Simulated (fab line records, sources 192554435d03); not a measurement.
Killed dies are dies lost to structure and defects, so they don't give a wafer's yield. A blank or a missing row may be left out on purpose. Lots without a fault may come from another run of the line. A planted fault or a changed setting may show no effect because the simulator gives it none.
Problem report in the 8D (eight disciplines) form, filled by code | flow n5_finfet | the parts of the form that need people (team, actions taken, sign-off) are left out

1. THE PROBLEM
time_to_endpoint_s at N5_BEOL_M5_CMP_52 reads a mean of 36 s on 4 wafers of 3 lots; wafers without a fault read 62 s with a standard deviation of 3.1. That is -8.5 standard deviations from the usual mean.
The step: polishes, stops on SiCOH lowk, t overpolish 6.9 s, target thk 62 nm.
First seen on wafer L376.1, day 15 08:28, on cmp-04. The record holds 33 wafers of 12 lots with a number at this step. Rule for "out", or "out of limits": more than 4 standard deviations from the usual mean. The other wafers with a number count as sound.

2. WHAT IT IS AND WHAT IT IS NOT
question                    | is                             | is not
which readings at this step | time_to_endpoint_s             | clearing_platen_down_force_psi, motor_current_A, retaining_ring_pressure_frac
which lots                  | L375, L376, L378               | L358, L359, L360, L361, L366, L367, L368, L369, L379
which wafers of those lots  | L375.1, L375.4, L376.1, L378.1 | L376.2, L378.2
read on which tools         | cmp-01, cmp-04                 | cmp-03
when                        | from day 15 08:28              | up to then (25 sound wafers); but 4 sound wafers of L378, L379 came after

3. SUSPECTS, AND WHAT RULES EACH OUT
Counting: a tool at a process step up to the reading stays a suspect if it ran every lot that is out. Sound lots after the first of them don't rule it out here, since some wafers of a struck lot are sound.
- ecd_cu-01 at N5_BEOL_M5_ECD_50 (material Cu, target thk 300 nm): kept. It ran every lot that is out, first L376 (day 15 08:02); its last sound lot up to then is L367 (day 14 01:15).
Left after counting: ecd_cu-01 at N5_BEOL_M5_ECD_50.

4. THE CAUSE (what the simulator had put in)
Process parameter drift: ecd_cu-01, from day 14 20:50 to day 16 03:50, at N5_BEOL_M5_ECD_50. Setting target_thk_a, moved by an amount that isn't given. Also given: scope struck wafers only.
Counting left only this tool.

5. THE CHAIN OF EFFECTS, in route order
Each row: a reading whose mean over the struck wafers that have a number lies more than 3 standard deviations from the usual. Only readings for which the record gives a usual standard deviation are gone through. hours: the time from each lot's start at the first step in this table that gives one to its start at this step, as a median over the lots. sigmas: the change in usual standard deviations.
hours | step              | reading            | usual | on struck wafers | change | sigmas
0     | N5_BEOL_M5_CMP_52 | time_to_endpoint_s | 62 s  | 36               | -26    | -8.5
The process steps in it:
- N5_BEOL_M5_CMP_52: polishes, stops on SiCOH lowk, t overpolish 6.9 s, target thk 62 nm.

6. WHAT WOULD HAVE CAUGHT IT SOONER
In this record the first reading out of limits was taken at day 15 08:28, 12 hours after the fault began at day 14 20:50.
Of the lots that are out (3), L375, L378 began N5_BEOL_M5_ECD_50 on ecd_cu-01 after day 15 08:28. A hold on the tool at that time would have spared those 2.
